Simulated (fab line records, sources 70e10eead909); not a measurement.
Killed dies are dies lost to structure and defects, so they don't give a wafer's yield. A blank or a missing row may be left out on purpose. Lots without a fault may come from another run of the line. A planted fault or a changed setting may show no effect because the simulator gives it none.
fab line records | flow nand_harc
record lots=24 wafers=72 last_day=34
route steps=1302 shown A_ONON_D1@427 A_CHANNEL_HOLE_D1@464 A_CHANNEL_FILL_D1@496 A_CHANNEL_HOLE_D2@585
lots that met no fault: from a run of the same line without faults
start_h: hours from the record's first day to the start of the lot's first wafer shown | wait_h: hours since the lot's step before | " the same as in the row above | L1.1+2: a row that stands for several wafers | - no value, or no start given | * or withheld: withheld | < > ~ a bound
route shown NAME@n: a module of which the file shows steps, and the number in the route of the first | usual: mean/standard deviation of fault-free wafers | same: alike in all rows | chamber/n: place in a boat | sites: the reading at each site | _std_site: their standard deviation | _edge_site: outer sites' mean less inner sites' | radius_mm: how far each site lies from the wafer's centre | mask NAME#n: copy n | behind: the tool/chamber that last shaped the wafer | hold: why the lot was held/for how many hours/how that ended | device: the transistor (n, p or np) that didn't switch | end of line: the same wafers' tests at the end of the route | a step without rows: its recipe alone | killed: dies lost to structure and defects at the first sort, not the wafer's yield | map: a wafer's dies, x killed, . not, _ none there
set.NAME: the setting as run; set.NAME@STEP: as run at that earlier step | model.NAME: the simulator's own value behind a step, which no gauge read
steps of the route over a sample of lots; a table a step, a row a wafer
services: from which hour (start_h, from the record's first day; less than 0 if before it) a tool's chamber was out of use, for how many hours, and why
## steps
# step NHARC_A_ONON_D1_THK_MEAS_05
# recipe thk_meas_gauge=ellipsometry
# usual thk_nm=998/9.7
# columns lot.wafer tool chamber start_h wait_h thk_nm
L074.2 film_metro-02 - 163.33 - 992
L074.5 " - " " 992
L074.6 " - " " 993
L075.1 film_metro-02 - 173.50 - 993
L075.2 " - " " 993
L075.5 " - " " 990
L076.1 film_metro-02 - 186.96 - 991
L076.3 " - " " 991
L076.4 " - " " 991
L077.1 film_metro-02 - 190.25 - 1002
L077.4 " - " " 1001
L077.5 " - " " 1004
L078.1 film_metro-01 - 216.19 - 995
L078.2 " - " " 998
L078.5 " - " " 997
L079.2 film_metro-02 - 216.19 - 991
L079.5 " - " " 991
L079.6 " - " " 991
L080.1 film_metro-01 - 234.93 - 992
L080.2 " - " " 991
L080.5 " - " " 992
L082.2 film_metro-01 - 243.16 - 1010
L082.3 " - " " 1009
L082.5 " - " " 1007
L081.1 film_metro-02 - 243.17 - 1006
L081.2 " - " " 1006
L081.4 " - " " 1004
L083.2 film_metro-01 - 253.95 - 998
L083.5 " - " " 999
L083.6 " - " " 998
L084.1 film_metro-02 - 262.36 - 995
L084.3 " - " " 993
L084.5 " - " " 996
L086.4 film_metro-02 - 276.44 - 1010
L086.5 " - " " 1012
L086.6 " - " " 1012
L085.1 film_metro-01 - 281.71 - 1017
L085.2 " - " " 1016
L085.6 " - " " 1016
L087.1 film_metro-01 - 300.10 - 1009
L087.3 " - " " 1012
L087.5 " - " " 1010
L089.3 film_metro-02 - 308.50 - 1008
L089.5 " - " " 1005
L089.6 " - " " 1007
L088.1 film_metro-02 - 308.57 - 994
L088.3 " - " " 997
L088.6 " - " " 997
L090.1 film_metro-01 - 333.47 - 997
L090.3 " - " " 997
L090.5 " - " " 996
L091.1 film_metro-02 - 333.47 - 997
L091.3 " - " " 999
L091.6 " - " " 998
L093.1 film_metro-02 - 350.63 - 1008
L093.4 " - " " 1008
L093.6 " - " " 1005
L092.3 film_metro-01 - 350.63 - 989
L092.4 " - " " 990
L092.6 " - " " 989
L095.1 film_metro-01 - 369.44 - 969
L095.4 " - " " 970
L095.5 " - " " 970
L094.1 film_metro-01 - 369.58 - 997
L094.3 " - " " 997
L094.4 " - " " 998
L096.2 film_metro-01 - 385.95 - 992
L096.3 " - " " 995
L096.5 " - " " 994
L097.2 film_metro-02 - 399.67 - 1010
L097.4 " - " " 1010
L097.5 " - " " 1009
# step NHARC_A_ONON_D1_THK_MEAS_11
# recipe thk_meas_gauge=ellipsometry
# usual thk_nm=998/11
# columns lot.wafer tool chamber start_h wait_h thk_nm
L074.2 film_metro-02 - 164.48 - 1002
L074.5 " - " " 1002
L074.6 " - " " 1001
L075.1 film_metro-01 - 174.63 - 1013
L075.2 " - " " 1013
L075.5 " - " " 1013
L076.1 film_metro-01 - 188.11 - 1014
L076.3 " - " " 1014
L076.4 " - " " 1016
L077.1 film_metro-02 - 191.38 - 1005
L077.4 " - " " 1003
L077.5 " - " " 1003
L079.2 film_metro-01 - 217.32 - 996
L079.5 " - " " 999
L079.6 " - " " 997
L078.1 film_metro-02 - 217.33 - 1007
L078.2 " - " " 1006
L078.5 " - " " 1007
L080.1 film_metro-01 - 236.06 - 1003
L080.2 " - " " 1002
L080.5 " - " " 1004
L082.2 film_metro-01 - 244.29 - 997
L082.3 " - " " 996
L082.5 " - " " 1000
L081.1 film_metro-02 - 244.30 - 997
L081.2 " - " " 996
L081.4 " - " " 998
L083.2 film_metro-02 - 255.07 - 992
L083.5 " - " " 993
L083.6 " - " " 992
L084.1 film_metro-02 - 263.49 - 995
L084.3 " - " " 996
L084.5 " - " " 997
L086.4 film_metro-01 - 277.58 - 982
L086.5 " - " " 983
L086.6 " - " " 984
L085.1 film_metro-01 - 282.84 - 1012
L085.2 " - " " 1012
L085.6 " - " " 1010
L087.1 film_metro-02 - 301.24 - 988
L087.3 " - " " 989
L087.5 " - " " 989
L089.3 film_metro-01 - 309.63 - 985
L089.5 " - " " 987
L089.6 " - " " 985
L088.1 film_metro-02 - 309.71 - 974
L088.3 " - " " 975
L088.6 " - " " 975
L091.1 film_metro-02 - 334.60 - 1001
L091.3 " - " " 1002
L091.6 " - " " 1000
L090.1 film_metro-02 - 334.61 - 1009
L090.3 " - " " 1008
L090.5 " - " " 1009
L092.3 film_metro-02 - 351.77 - 974
L092.4 " - " " 974
L092.6 " - " " 973
L093.1 film_metro-01 - 351.77 - 1009
L093.4 " - " " 1008
L093.6 " - " " 1010
L095.1 film_metro-02 - 370.58 - 999
L095.4 " - " " 1000
L095.5 " - " " 1000
L094.1 film_metro-02 - 370.94 - 1002
L094.3 " - " " 1004
L094.4 " - " " 1003
L096.2 film_metro-01 - 387.08 - 1004
L096.3 " - " " 1009
L096.5 " - " " 1006
L097.2 film_metro-02 - 400.80 - 986
L097.4 " - " " 987
L097.5 " - " " 987
# step NHARC_A_CHANNEL_HOLE_D1_INSPECT_12
# usual raw_defect_count=5/3.1
# columns lot.wafer tool chamber start_h wait_h raw_defect_count
L074.2 defect_inspect-02 - 181.88 0.0 10
L074.5 " - " " 7
L074.6 " - " " 16
L075.1 defect_inspect-01 - 188.73 0.0 3
L075.2 " - " " 2
L075.5 " - " " 5
L076.1 defect_inspect-02 - 202.51 0.0 2
L076.3 " - " " 11
L076.4 " - " " 6
L077.1 defect_inspect-02 - 203.20 0.0 4
L077.4 " - " " 9
L077.5 " - " " 4
L079.2 defect_inspect-02 - 234.97 0.0 5
L079.5 " - " " 9
L079.6 " - " " 13
L078.1 defect_inspect-02 - 235.21 0.0 0
L078.2 " - " " 2
L078.5 " - " " 6
L080.1 defect_inspect-01 - 255.75 0.0 2
L080.2 " - " " 1
L080.5 " - " " 3
L082.2 defect_inspect-02 - 261.78 0.0 4
L082.3 " - " " 7
L082.5 " - " " 4
L081.1 defect_inspect-02 - 262.24 0.0 4
L081.2 " - " " 3
L081.4 " - " " 4
L083.2 defect_inspect-02 - 270.15 0.0 4
L083.5 " - " " 7
L083.6 " - " " 3
L084.1 defect_inspect-02 - 277.37 0.0 7
L084.3 " - " " 8
L084.5 " - " " 3
L086.4 defect_inspect-02 - 291.53 0.0 3
L086.5 " - " " 3
L086.6 " - " " 2
L085.1 defect_inspect-02 - 296.74 0.0 1
L085.2 " - " " 3
L085.6 " - " " 5
L087.1 defect_inspect-02 - 316.65 0.0 3
L087.3 " - " " 1
L087.5 " - " " 4
L089.3 defect_inspect-02 - 323.58 0.0 7
L089.5 " - " " 14
L089.6 " - " " 8
L088.1 defect_inspect-02 - 323.85 0.0 3
L088.3 " - " " 4
L088.6 " - " " 4
L091.1 defect_inspect-02 - 351.97 0.0 5
L091.3 " - " " 5
L091.6 " - " " 3
L090.1 defect_inspect-01 - 353.23 0.0 4
L090.3 " - " " 1
L090.5 " - " " 4
L093.1 defect_inspect-02 - 367.95 0.0 2
L093.4 " - " " 4
L093.6 " - " " 6
L092.3 defect_inspect-02 - 368.25 0.1 9
L092.4 " - " " 6
L092.6 " - " " 7
L094.1 defect_inspect-01 - 389.17 0.0 5
L094.3 " - " " 4
L094.4 " - " " 3
L095.1 defect_inspect-02 - 391.07 0.0 4
L095.4 " - " " 4
L095.5 " - " " 2
L096.2 defect_inspect-02 - 403.14 0.0 6
L096.3 " - " " 10
L096.5 " - " " 3
L097.2 defect_inspect-02 - 414.62 0.0 9
L097.4 " - " " 6
L097.5 " - " " 6
# step NHARC_A_CHANNEL_FILL_D1_ALD_16
# recipe target_thk_a=15 pulse_time_s=10 ald_cycles=15 temp_c=300 material=SiO2
# usual heater_power_outer_w=257/28 heater_power_w=463/46 precursor_pulse_height_rel=1.000/0.021
# same ald_cycles=15
# columns lot.wafer tool chamber start_h wait_h heater_power_outer_w heater_power_w precursor_pulse_height_rel
L074.2 ald_hk-01 0 201.66 0.0 294 527 0.995
L074.6 " 0 " " 296 540 1.035
L074.5 " 1 " " 254 447 1.030
L075.2 ald_hk-01 2 211.34 0.1 263 492 1.023
L075.1 " 3 " " 294 491 1.010
L075.5 " 2 " " 262 503 1.018
L076.4 ald_hk-04 3 221.99 0.0 274 484 0.986
L076.1 " 0 " " 239 461 0.998
L076.3 " 1 " " 267 493 1.004
L077.4 ald_hk-02 3 222.30 0.4 302 548 1.024
L077.1 " 1 " " 260 466 0.986
L077.5 " 0 " " 203 360 0.995
L078.1 ald_hk-02 2 254.68 0.0 241 409 1.000
L078.2 " 0 " " 205 357 1.009
L078.5 " 2 " " 243 412 1.002
L079.2 ald_hk-01 1 254.74 0.1 253 449 1.008
L079.5 " 3 " " 301 493 0.997
L079.6 " 0 " " 299 530 0.986
L080.1 ald_hk-04 1 275.14 0.0 280 486 1.027
L080.2 " 2 " " 249 464 0.998
L080.5 " 1 " " 275 484 0.978
L081.1 ald_hk-04 3 287.56 0.0 247 467 0.982
L081.4 " 0 " " 224 442 0.983
L081.2 " 2 " " 253 459 1.029
L082.2 ald_hk-02 2 287.66 0.1 237 410 0.981
L082.3 " 3 " " 299 549 1.009
L082.5 " 0 " " 202 358 1.005
L083.2 ald_hk-04 1 290.76 0.1 279 485 1.020
L083.5 " 3 " " 258 451 0.996
L083.6 " 0 " " 219 447 0.971
L084.3 ald_hk-04 3 297.15 0.1 256 459 1.018
L084.1 " 0 " " 225 438 1.030
L084.5 " 2 " " 251 457 1.032
L086.4 ald_hk-04 2 311.40 0.1 251 464 1.006
L086.6 " 1 " " 277 477 1.016
L086.5 " 2 " " 251 450 0.987
L085.1 ald_hk-01 0 318.07 2.2 292 502 1.046
L085.2 " 1 " " 261 452 0.989
L085.6 " 2 " " 271 506 0.976
L087.1 ald_hk-04 2 338.39 0.1 254 454 0.974
L087.3 " 3 " " 256 452 0.990
L087.5 " 1 " " 274 481 0.979
L088.1 ald_hk-01 3 342.97 0.1 294 482 1.018
L088.3 " 0 " " 287 510 1.025
L088.6 " 3 " " 294 488 1.003
L089.3 ald_hk-04 1 343.02 0.1 276 477 0.999
L089.6 " 2 " " 251 465 0.992
L089.5 " 3 " " 260 466 0.960
L091.1 ald_hk-04 3 373.34 0.0 259 464 0.987
L091.3 " 0 " " 219 436 0.981
L091.6 " 3 " " 264 478 0.991
L090.1 ald_hk-02 1 377.16 0.1 280 493 0.982
L090.3 " 2 " " 225 404 0.977
L090.5 " 3 " " 301 534 0.986
L093.1 ald_hk-02 1 387.31 0.0 280 480 0.997
L093.4 " 0 " " 209 365 1.000
L093.6 " 2 " " 230 402 1.021
L092.3 ald_hk-04 3 387.32 0.0 262 458 1.018
L092.4 " 1 " " 284 479 1.008
L092.6 " 0 " " 224 443 1.028
L094.4 ald_hk-02 3 415.05 0.0 291 527 1.000
L094.3 " 0 " " 213 365 0.955
L094.1 " 1 " " 276 494 1.013
L095.4 ald_hk-04 0 415.09 0.1 226 438 1.005
L095.1 " 2 " " 258 463 0.975
L095.5 " 0 " " 223 446 1.002
L096.3 ald_hk-02 1 422.91 0.1 280 490 0.979
L096.2 " 2 " " 229 407 0.983
L096.5 " 1 " " 282 497 0.999
L097.2 ald_hk-02 1 434.31 0.1 279 483 0.968
L097.4 " 2 " " 230 392 1.001
L097.5 " 3 " " 287 536 1.029
# step NHARC_A_CHANNEL_FILL_D1_ETCHBACK_20
# recipe target_depth_a=270 time_s=13.5 c4f8_flow_sccm=withheld o2_flow_sccm=8 ar_flow_sccm=withheld rf_w=600 bias_w=1500 chemistry=C4F8/O2/Ar
# usual chamber_pressure_mTorr=24.999/0.022 oes_product_au=0.97/0.037 rf_vpp_V=977/6.6
# columns lot.wafer tool chamber start_h wait_h chamber_pressure_mTorr oes_product_au rf_hours_counter_h rf_vpp_V
L074.2 rie_diel-07 3 213.63 - 25.003 0.93 5.0 969
L074.6 " 1 " " 25.000 0.92 - 989
L074.5 " 2 " " 24.989 0.92 - 979
L075.1 rie_diel-04 1 224.86 - 24.971 0.99 1.6 970
L075.2 " 3 " " 24.974 0.98 2.5 973
L075.5 " 0 " " 24.965 1.00 - 984
L076.3 rie_diel-04 3 234.17 - 25.000 0.98 3.4 973
L076.1 " 0 " " 25.031 1.00 3.1 984
L076.4 " 1 " " 25.013 0.98 2.1 971
L077.4 rie_diel-01 3 234.17 - 24.989 1.02 0.6 987
L077.1 " 0 " " 24.978 0.99 0.7 973
L077.5 " 3 " " 25.005 1.02 - 987
L078.1 rie_diel-07 2 266.67 - 24.986 0.93 7.0 978
L078.2 " 1 " " 25.014 0.91 7.4 989
L078.5 " 0 " " 24.986 0.93 - 971
L079.2 rie_diel-01 2 266.71 - 25.021 0.96 2.7 976
L079.6 " 3 " " 24.984 0.98 - 986
L079.5 " 0 " " 24.979 0.95 - 971
L080.2 rie_diel-07 0 286.96 - 25.004 1.00 9.5 971
L080.1 " 3 " " 25.019 1.00 9.1 969
L080.5 " 0 " " 24.970 0.99 - 971
L083.2 rie_diel-01 1 301.44 - 25.011 0.93 4.8 982
L083.5 " 1 " " 25.007 0.94 - 981
L083.6 " 2 " " 25.001 0.93 - 976
L081.4 rie_diel-04 3 301.44 - 24.994 0.92 5.5 971
L081.1 " 0 " " 25.008 0.94 5.5 988
L081.2 " 1 " " 24.991 0.92 4.4 972
L082.2 rie_diel-01 1 301.49 - 25.008 0.99 4.8 982
L082.3 " 3 " " 24.988 1.02 4.4 986
L082.5 " 1 " " 24.968 1.00 - 983
L084.3 rie_diel-07 3 309.27 - 25.037 1.01 0.2 969
L084.1 " 2 " " 24.976 1.00 0.1 979
L084.5 " 3 " " 24.998 1.02 - 971
L086.4 rie_diel-07 2 323.38 - 24.995 0.99 - 977
L086.5 " 0 " " 24.986 1.00 - 970
L086.6 " 1 " " 24.995 0.98 - 988
L085.2 rie_diel-01 0 331.17 - 25.032 1.00 5.5 973
L085.1 " 3 " " 25.028 1.02 5.8 986
L085.6 " 1 " " 24.978 1.00 - 982
L087.3 rie_diel-01 2 350.39 - 25.017 1.01 7.5 976
L087.1 " 3 " " 24.995 1.03 6.4 988
L087.5 " 2 " " 25.016 1.02 - 974
L089.3 rie_diel-07 3 354.82 - 24.965 0.93 1.7 968
L089.6 " 2 " " 24.996 0.92 - 979
L089.5 " 3 " " 25.024 0.93 - 970
L088.3 rie_diel-04 0 354.82 - 25.036 0.94 10.5 983
L088.1 " 2 " " 24.985 0.91 8.0 972
L088.6 " 0 " " 25.029 0.94 - 983
L091.3 rie_diel-07 1 385.43 - 25.002 0.96 5.1 988
L091.1 " 2 " " 24.981 0.97 5.2 978
L091.6 " 3 " " 24.986 0.98 - 968
L090.3 rie_diel-04 2 389.08 - 24.982 0.92 0.4 971
L090.1 " 3 " " 24.998 0.92 0.5 973
L090.5 " 0 " " 24.989 0.93 - 985
L092.4 rie_diel-04 2 399.24 - 24.994 0.98 0.5 970
L092.3 " 3 " " 24.957 1.00 1.0 972
L092.6 " 2 " " 25.006 0.99 - 972
L093.4 rie_diel-07 0 399.27 - 24.978 0.98 6.1 971
L093.1 " 2 " " 25.010 0.99 6.6 977
L093.6 " 3 " " 25.002 1.01 - 969
L095.4 rie_diel-07 2 427.18 - 25.003 0.92 8.9 978
L095.1 " 1 " " 24.969 0.90 8.1 988
L095.5 " 2 " " 25.004 0.92 - 979
L094.1 rie_diel-04 1 427.20 - 25.048 0.98 1.0 970
L094.3 " 2 " " 24.995 1.00 1.1 973
L094.4 " 3 " " 24.994 1.00 - 973
L096.3 rie_diel-07 0 436.53 - 25.022 0.92 8.3 970
L096.2 " 2 " " 24.974 0.92 9.0 978
L096.5 " 0 " " 25.036 0.92 - 971
L097.4 rie_diel-01 1 448.31 - 24.985 0.98 3.5 983
L097.2 " 3 " " 25.061 0.96 2.9 987
L097.5 " 1 " " 25.027 0.98 - 982
# step NHARC_A_CHANNEL_HOLE_D2_DESCUM_15
# recipe time_s=3 o2_flow_sccm=200 ar_flow_sccm=0 bias_power_w=0 chemistry=O2
# usual chamber_pressure_mTorr=59.99/0.057 drypump_motor_current_A=5.7/0.55 mfc_ar_sccm=0.013/0.015 oes_product_au=1.001/0.01 rf_vpp_V=57.7/0.9 showerhead_plenum_p_Torr=1.91/0.071 throttle_valve_pct=11.312/0.0095
# columns lot.wafer tool chamber start_h wait_h chamber_pressure_mTorr drypump_motor_current_A mfc_ar_sccm oes_product_au rf_hours_counter_h rf_vpp_V showerhead_plenum_p_Torr throttle_valve_pct
L074.2 rie_diel-02 1 294.52 0.1 59.95 6.0 0.021 1.010 3.5 58.2 2.00 11.301
L074.5 " 2 " " 59.96 4.9 0 0.999 - 57.0 1.90 11.314
L074.6 " 3 " " 59.96 6.4 0 1.022 - 57.8 1.99 11.306
L075.1 rie_diel-09 0 305.95 0.1 59.97 5.9 0.045 0.995 9.1 57.6 1.98 11.323
L075.2 " 1 " " 60.02 4.8 0 0.984 9.6 56.4 1.81 11.319
L075.5 " 1 " " 60.02 4.8 0 0.993 - 57.4 1.81 11.306
L076.3 rie_diel-02 2 312.92 0.1 59.97 4.9 0 1.002 4.8 57.2 1.90 11.316
L076.1 " 3 " " 60.07 6.4 0 1.007 4.7 59.1 1.99 11.336
L076.4 " 1 " " 60.02 6.1 0.021 1.010 4.7 58.2 2.00 11.314
L077.1 rie_diel-02 3 314.23 0.1 60.03 6.4 0 1.009 5.2 59.8 1.99 11.312
L077.4 " 0 " " 59.92 5.1 0.008 0.986 3.9 58.4 1.82 11.326
L077.5 " 1 " " 60.04 6.1 0.021 1.001 - 57.7 2.00 11.312
L078.2 rie_diel-02 3 343.32 0.1 59.99 6.4 0 1.015 6.6 58.0 1.99 11.302
L078.1 " 2 " " 60.10 4.9 0 0.997 6.8 58.8 1.90 11.315
L078.5 " 0 " " 59.94 5.1 0.008 1.017 - 57.5 1.82 11.310
L079.2 rie_diel-03 2 343.48 0.1 59.97 6.0 0.032 0.984 2.1 57.6 1.94 11.324
L079.6 " 1 " " 60.04 6.0 0.039 0.993 - 57.6 1.92 11.307
L079.5 " 2 " " 60.02 6.0 0.032 0.994 - 58.0 1.94 11.307
L080.1 rie_diel-02 3 361.66 0.1 60.01 6.4 0 1.026 7.5 56.4 1.99 11.307
L080.2 " 2 " " 59.97 4.9 0 1.006 7.9 56.4 1.90 11.316
L080.5 " 0 " " 60.01 5.1 0.008 1.019 - 58.2 1.82 11.308
L081.4 rie_diel-09 2 375.31 0.1 60.13 5.1 0.030 1.008 2.2 57.4 1.82 11.312
L081.1 " 3 " " 60.08 5.8 0 0.998 2.2 57.5 1.87 11.301
L081.2 " 1 " " 59.92 4.8 0 1.016 2.0 58.3 1.81 11.315
L083.2 rie_diel-02 3 378.12 0.1 59.97 6.5 0 1.004 8.2 57.8 1.99 11.307
L083.5 " 1 " " 59.96 6.1 0.021 1.000 - 57.7 2.00 11.316
L083.6 " 2 " " 60.04 4.9 0 1.004 - 57.6 1.90 11.305
L082.2 rie_diel-03 3 380.05 0.1 59.96 6.1 0.011 0.999 4.4 56.6 1.81 11.299
L082.3 " 1 " " 59.98 6.1 0.039 0.987 3.7 57.3 1.92 11.303
L082.5 " 2 " " 59.91 5.9 0.032 0.998 - 57.4 1.94 11.334
L084.1 rie_diel-03 0 385.23 0.1 60.03 5.5 0 1.003 5.0 58.1 1.95 11.327
L084.3 " 1 " " 59.99 6.1 0.039 0.996 4.7 58.3 1.92 11.327
L084.5 " 0 " " 59.97 5.5 0 1.001 - 59.4 1.95 11.312
L086.6 rie_diel-09 3 397.02 0.1 59.97 5.7 0 0.984 - 56.3 1.87 11.304
L086.5 " 0 " " 59.93 5.9 0.045 1.007 - 58.2 1.98 11.328
L086.4 " 2 " " 60.00 5.1 0.030 1.007 - 57.4 1.82 11.301
L085.1 rie_diel-03 2 411.33 0.1 59.91 6.0 0.032 1.015 6.8 59.0 1.94 11.312
L085.2 " 0 " " 59.99 5.4 0 1.000 6.2 59.6 1.95 11.307
L085.6 " 3 " " 59.95 6.1 0.011 0.992 - 56.4 1.81 11.314
L089.3 rie_diel-02 0 435.34 0.1 60.03 5.1 0.008 0.984 1.4 57.5 1.82 11.321
L089.6 " 3 " " 59.94 6.4 0 1.012 - 60.0 1.99 11.299
L089.5 " 0 " " 59.96 5.1 0.008 0.991 - 57.8 1.82 11.328
L088.3 rie_diel-03 0 436.41 0.1 60.02 5.5 0 1.007 8.6 57.5 1.95 11.303
L088.1 " 1 " " 59.98 6.1 0.039 0.997 8.2 58.8 1.92 11.297
L088.6 " 0 " " 60.05 5.4 0 1.000 - 58.4 1.95 11.306
L087.3 rie_diel-02 1 437.28 0.1 59.95 6.1 0.021 0.985 1.9 58.1 2.00 11.326
L087.1 " 3 " " 60.05 6.4 0 1.009 1.8 58.2 1.99 11.318
L087.5 " 2 " " 60.07 4.9 0 0.986 - 58.7 1.90 11.311
L090.1 rie_diel-09 3 460.15 0.1 59.90 5.7 0 1.015 7.4 57.4 1.86 11.312
L090.3 " 0 " " 59.91 5.9 0.045 1.025 7.5 58.4 1.98 11.332
L090.5 " 2 " " 60.10 5.1 0.030 1.018 - 57.4 1.82 11.299
L091.1 rie_diel-02 3 463.85 0.1 60.01 6.4 0 1.010 3.5 58.3 1.99 11.308
L091.3 " 1 " " 60.04 6.1 0.021 1.009 3.8 58.2 2.00 11.313
L091.6 " 0 " " 59.99 5.1 0.008 0.987 - 58.5 1.82 11.314
L093.1 rie_diel-02 0 475.32 0.1 60.01 5.1 0.008 0.991 4.7 57.9 1.82 11.307
L093.4 " 3 " " 60.06 6.4 0 1.015 - 59.0 1.99 11.309
L093.6 " 1 " " 59.95 6.1 0.021 0.999 - 58.4 2.00 11.306
L092.4 rie_diel-03 1 475.51 0.1 59.89 6.1 0.039 0.990 1.1 57.7 1.92 11.312
L092.3 " 3 " " 60.06 6.1 0.011 0.993 0.8 56.0 1.81 11.320
L092.6 " 1 " " 60.04 6.1 0.039 0.983 - 56.4 1.92 11.307
L094.1 rie_diel-03 0 504.06 0.1 60.06 5.5 0 1.014 2.7 58.5 1.95 11.309
L094.4 " 1 " " 60.08 6.0 0.039 0.996 2.8 59.1 1.92 11.310
L094.3 " 2 " " 59.92 6.0 0.032 0.998 2.7 57.9 1.94 11.305
L095.1 rie_diel-02 1 504.37 0.1 59.99 6.1 0.021 0.987 6.5 56.9 2.00 11.288
L095.4 " 2 " " 59.84 4.9 0 0.993 5.2 58.0 1.90 11.318
L095.5 " 0 " " 60.00 5.1 0.008 0.989 - 56.4 1.82 11.303
L097.2 rie_diel-02 2 525.62 0.1 60.01 4.9 0 0.995 6.4 59.1 1.89 11.309
L097.4 " 1 " " 60.03 6.1 0.021 0.997 7.8 57.5 1.99 11.301
L097.5 " 3 " " 60.08 6.4 0 1.000 - 58.2 1.99 11.306
L096.2 rie_diel-09 2 526.37 0.1 59.95 5.1 0.030 1.006 0.3 56.8 1.82 11.303
L096.3 " 3 " " 60.01 5.7 0 1.001 0.2 56.8 1.86 11.322
L096.5 " 2 " " 60.04 5.1 0.030 1.004 - 59.0 1.82 11.316
## services
# columns tool chamber start_h hours kind
rie_diel-04 - 177.90 9.0 pm
ald_hk-02 - 184.21 2.3 repair
ald_hk-04 - 191.35 2.1 repair
rie_diel-01 - 203.84 9.0 pm
ald_hk-02 - 204.34 2.0 repair
rie_diel-02 - 216.70 9.0 pm
rie_diel-03 1 224.47 14.9 repair
rie_diel-07 - 245.14 1.2 repair
rie_diel-01 0 249.99 2.4 repair
ald_hk-04 - 255.32 10.0 pm
rie_diel-07 3 258.78 8.9 repair
rie_diel-02 0 271.24 21.4 repair
rie_diel-07 - 294.21 9.0 pm
rie_diel-07 3 315.48 13.7 repair
ald_hk-02 - 348.00 10.0 pm
rie_diel-07 - 367.81 0.8 repair
rie_diel-07 0 378.78 7.4 repair
rie_diel-02 - 393.70 9.0 pm
ald_hk-04 - 394.79 1.0 repair
rie_diel-07 1 403.78 4.8 repair
ald_hk-04 - 433.37 10.0 pm
rie_diel-02 2 469.60 8.9 repair
rie_diel-07 - 471.21 9.0 pm
rie_diel-07 2 515.16 6.4 repair
## key
fault none
